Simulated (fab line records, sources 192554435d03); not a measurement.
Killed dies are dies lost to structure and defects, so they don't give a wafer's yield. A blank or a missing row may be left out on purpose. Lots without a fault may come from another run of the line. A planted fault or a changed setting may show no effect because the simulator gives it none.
Chamber matching | flow n5_finfet | N5_ZERO_LAYER_ETCH_18 on rie_si-01: 4 sister chambers
The step etches Si in HBr/Cl2, target depth 120 nm, time 40 s. 8 wafers are shown with their chamber, then 12 later ones without.

WAFERS WITH THEIR CHAMBER
wafer  | chamber | throttle_valve_pct (%) | oes_product_au (a.u.)
L085.1 | 2       | 36.42                  | 1.019
L085.4 | 0       | 35.66                  | 0.980
L089.1 | 3       | 36.29                  | 0.990
L089.2 | 2       | 36.43                  | 1.033
L089.4 | 1       | 36.23                  | 1.025
L090.1 | 3       | 36.29                  | 0.987
L090.2 | 0       | 35.66                  | 0.988
L090.3 | 1       | 36.24                  | 1.027

WAFERS WITHOUT THEIR CHAMBER
wafer  | throttle_valve_pct (%) | oes_product_au (a.u.)
L091.1 | 36.44                  | 1.034
L091.4 | 35.64                  | 0.985
L091.6 | 36.28                  | 0.995
L092.1 | 36.22                  | 1.031
L092.2 | 36.43                  | 1.030
L092.3 | 36.28                  | 0.991
L095.2 | 36.23                  | 1.021
L095.3 | 36.29                  | 0.991
L095.6 | 36.43                  | 1.027
L096.1 | 36.28                  | 1.000
L096.2 | 35.64                  | 0.983
L096.5 | 36.28                  | 0.990

WHICH CHAMBER EACH WENT THROUGH
wafer  | from the rows above | in truth
L091.1 | 2                   | 2
L091.4 | 0                   | 0
L091.6 | 3                   | 3
L092.1 | 1                   | 1
L092.2 | 2                   | 2
L092.3 | 3                   | 3
L095.2 | 1                   | 1
L095.3 | 3                   | 3
L095.6 | 2                   | 2
L096.1 | 3                   | 3
L096.2 | 0                   | 0
L096.5 | 3                   | 3
Placed correctly: 12 of 12. Can't be placed from these rows: 0. Placed wrongly: 0.
How it was worked out, from the rows above alone: a wafer's distance from a chamber is the root of the sum, over the readings, of the square of ((its reading less the chamber's mean) divided by the reading's scatter). The wafer belongs to the nearest chamber; if the next one is less than 2 further off, it can't be placed. A chamber's mean is the mean of its shown wafers. The scatter: the root of (the sum of the squares of (reading less its chamber's mean) over the shown wafers, divided by (wafers less chambers)).
